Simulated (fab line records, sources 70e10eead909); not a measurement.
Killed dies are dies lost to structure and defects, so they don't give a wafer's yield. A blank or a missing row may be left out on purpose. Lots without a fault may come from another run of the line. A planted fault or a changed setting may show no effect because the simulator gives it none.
Chamber matching | flow nand_harc | NHARC_A_STAIRCASE_CMP_472 on cmp-04: 4 sister chambers
The step polishes SiO2. 8 wafers are shown with their chamber, then 7 later ones without.

WAFERS WITH THEIR CHAMBER
wafer  | chamber | motor_current_A (A) | slurry_filter_dp_kPa (kPa)
L078.5 | 0       | 10.7                | 13.56
L084.2 | 1       | 13.1                | 13.18
L084.6 | 3       | 13.5                | 13.63
L086.2 | 1       | 13.2                | 13.61
L086.4 | 3       | 14.1                | 13.49
L086.5 | 2       | 9.7                 | 13.24
L090.1 | 2       | 9.8                 | 13.39
L090.3 | 0       | 10.8                | 13.35

WAFERS WITHOUT THEIR CHAMBER
wafer  | motor_current_A (A) | slurry_filter_dp_kPa (kPa)
L090.5 | 13.0                | 13.65
L093.2 | 10.3                | 13.65
L093.5 | 10.7                | 13.45
L093.6 | 13.5                | 13.74
L096.1 | 9.9                 | 13.60
L096.4 | 13.6                | 13.42
L096.6 | 13.3                | 13.58

WHICH CHAMBER EACH WENT THROUGH
wafer  | from the rows above     | in truth
L090.5 | 1                       | 1
L093.2 | can't be placed: 0 or 2 | 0
L093.5 | 0                       | 0
L093.6 | can't be placed: 3 or 1 | 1
L096.1 | 2                       | 2
L096.4 | can't be placed: 3 or 1 | 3
L096.6 | can't be placed: 1 or 3 | 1
Placed correctly: 3 of 7. Can't be placed from these rows: 4 (the true chamber is among the candidates in 4). Placed wrongly: 0.
How it was worked out, from the rows above alone: a wafer's distance from a chamber is the root of the sum, over the readings, of the square of ((its reading less the chamber's mean) divided by the reading's scatter). The wafer belongs to the nearest chamber; if the next one is less than 2 further off, it can't be placed. A chamber's mean is the mean of its shown wafers. The scatter: the root of (the sum of the squares of (reading less its chamber's mean) over the shown wafers, divided by (wafers less chambers)).
